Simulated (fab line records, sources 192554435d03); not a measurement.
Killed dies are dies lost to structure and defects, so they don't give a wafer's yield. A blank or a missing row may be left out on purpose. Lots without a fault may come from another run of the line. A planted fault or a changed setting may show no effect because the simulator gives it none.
A struck lot beside a sound one | flow n5_finfet | 15 steps out of a route of 1938
Sound: wafers L282.2, L282.4, L282.5. Struck: wafer L294.6. (L294.2, L294.4 of the same lot were not struck and are left out.) The cause comes at the end.
At each step with rows: each side's tool, then ch and its chambers, then its first start. Under that, the readings that differ: sound wafers | struck wafers | difference of the means | sigmas: that difference in standard deviations of wafers without a fault.
alike: readings whose means differ by less than 2 such deviations, and words and numbers that are the same on both sides. not compared: withheld readings, readings that some wafer has no value for, bounds like >300 that may hide the same value, and numbers for which the record gives no deviation and whose values overlap.
The two part at a step that has a row with sigmas, a row that says differs or no value, or rows on one side only. Numbers that don't overlap but have no deviation are shown without sigmas and don't part them. A reading that every wafer of one side lacks parts them only if that side has two wafers or more.

N5_BEOL_M8_CURE_75: cures SiCOH lowk, time 120 s.
  sound on uv_cure-03 ch 2, day 11 21:05; struck on uv_cure-02 ch 0, day 16 02:35
  alike: lamp_power_pct, wafer_temp_C_max
N5_BEOL_M8_DEGAS_44: time 60 s.
  sound on pvd_sputter-02, day 11 21:54; struck on pvd_sputter-01, day 16 02:52
  alike: heater_power_w, susceptor_temp_C
then, 1 step without rows for these wafers: N5_BEOL_M8_PRE_CLEAN_45 (time 30 s).
N5_BEOL_M8_ALD_77: deposits TaN, target thk 2 nm, pulse time 2 s, purge time 3 s.
  sound on ald_metal-02 ch 0,1, day 11 22:09; struck on ald_metal-02 ch 3, day 16 03:01
  alike: heater_power_w, susceptor_temp_C
then, 2 steps without rows for these wafers: N5_BEOL_M8_SURFACE_TREAT_79; N5_BEOL_M8_CVD_78 (deposits Co from CCTBA/H2, target thk 2 nm, time 142.3 s).
N5_BEOL_M8_SPUTTER_48: material Cu, target thk 10 nm, time 1.667 s.
  sound on pvd_sputter-02, day 11 22:41; struck on pvd_sputter-03, day 16 03:52
  alike: susceptor_temp_C, throttle_valve_pct
then, 2 steps without rows for these wafers: N5_BEOL_M8_ECD_50 (material Cu, target thk 300 nm); N5_BEOL_M8_ANNEAL_51 (time 90 s).
N5_BEOL_M8_CMP_52: polishes, stops on SiCOH lowk, t overpolish 6.9 s, target thk 80 nm.
  sound on cmp-01 ch 0,1,2, day 11 23:17; struck on cmp-01 ch 2, day 16 05:10
  alike: barrier_field_endpoint_s, clearing_platen_down_force_psi, motor_current_A, overpolish_run_s, slurry_filter_dp_kPa, time_to_endpoint_s
N5_BEOL_M8_THK_MEAS_53: measures by xrf.
  sound on film_metro-02, day 11 23:30; struck on film_metro-02, day 16 05:28
  alike: M8_THK
then, 1 step without rows for these wafers: N5_BEOL_M8_PRE_CLEAN_55 (time 15 s).
N5_BEOL_M8_DEP_56: deposits SiCN from 3MS/NH3, target thk 10 nm, time 17.5 s.
  sound on pecvd-02 ch 0,1, day 11 23:34; struck on pecvd-02 ch 0, day 16 05:31
  reading                                  | sound       | struck | difference | sigmas
  model.SiCN_of_BEOL_M8_DEP_56.thk_nm (nm) | 10.2 9.8 10 | 8.8    | -1.2       |
  alike: showerhead_plenum_p_Torr, throttle_valve_pct
N5_BEOL_M8_RS_MEAS_57: measures by four-point-probe.
  sound on film_metro-02, day 11 23:38; struck on film_metro-02, day 16 05:35
  reading        | sound             | struck | difference | sigmas
  M8_RS (ohm/sq) | 0.299 0.293 0.292 | 0.273  | -0.022     | -2
N5_PASSIVATION_PROBE_49:
  the record has rows for the sound wafers here (prober-02, day 14 19:58) and none for the struck ones

WHERE THEY PART
First at N5_BEOL_M8_RS_MEAS_57; last, within this record, at N5_PASSIVATION_PROBE_49.

WHY: what the simulator had put in
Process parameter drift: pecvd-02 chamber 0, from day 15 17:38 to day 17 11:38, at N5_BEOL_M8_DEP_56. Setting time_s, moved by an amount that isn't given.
